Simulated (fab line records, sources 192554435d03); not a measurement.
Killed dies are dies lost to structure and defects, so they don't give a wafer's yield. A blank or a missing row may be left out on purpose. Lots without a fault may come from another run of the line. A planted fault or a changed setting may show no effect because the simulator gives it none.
Chamber matching | flow n5_finfet | N5_BEOL_M0_SAQP_SPACER2_ALD_26 on ald_sin-04: 4 sister chambers
The step deposits SiO2, target thk 15 nm, pulse time 1 s, purge time 2 s. 4 wafers are shown with their chamber, then 10 later ones without.

WAFERS WITH THEIR CHAMBER
wafer  | chamber | heater_power_w (W)
L086.6 | 2       | 525
L087.1 | 0       | 481
L087.6 | 3       | 526
L089.4 | 1       | 485

WAFERS WITHOUT THEIR CHAMBER
wafer  | heater_power_w (W)
L089.6 | 477
L091.3 | 512
L091.4 | 551
L091.5 | 493
L093.1 | 540
L093.3 | 496
L093.4 | 494
L096.1 | 545
L096.4 | 492
L096.6 | 534

WHICH CHAMBER EACH WENT THROUGH
wafer  | from the rows above               | in truth
L089.6 | can't be placed: 0 or 1           | 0
L091.3 | can't be placed: 2 or 3 or 1 or 0 | 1
L091.4 | can't be placed: 3 or 2           | 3
L091.5 | can't be placed: 1 or 0 or 2 or 3 | 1
L093.1 | can't be placed: 3 or 2           | 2
L093.3 | can't be placed: 1 or 0 or 2 or 3 | 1
L093.4 | can't be placed: 1 or 0 or 2 or 3 | 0
L096.1 | can't be placed: 3 or 2           | 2
L096.4 | can't be placed: 1 or 0 or 2      | 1
L096.6 | can't be placed: 3 or 2           | 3
Placed correctly: 0 of 10. Can't be placed from these rows: 10 (the true chamber is among the candidates in 10). Placed wrongly: 0.
How it was worked out, from the rows above alone: a wafer's distance from a chamber is the root of the sum, over the readings, of the square of ((its reading less the chamber's mean) divided by the reading's scatter). The wafer belongs to the nearest chamber; if the next one is less than 2 further off, it can't be placed. A chamber's mean is the mean of its shown wafers. The scatter: with one shown wafer a chamber, the root of the mean of the squares of how far each hidden wafer lies from its nearest shown one.
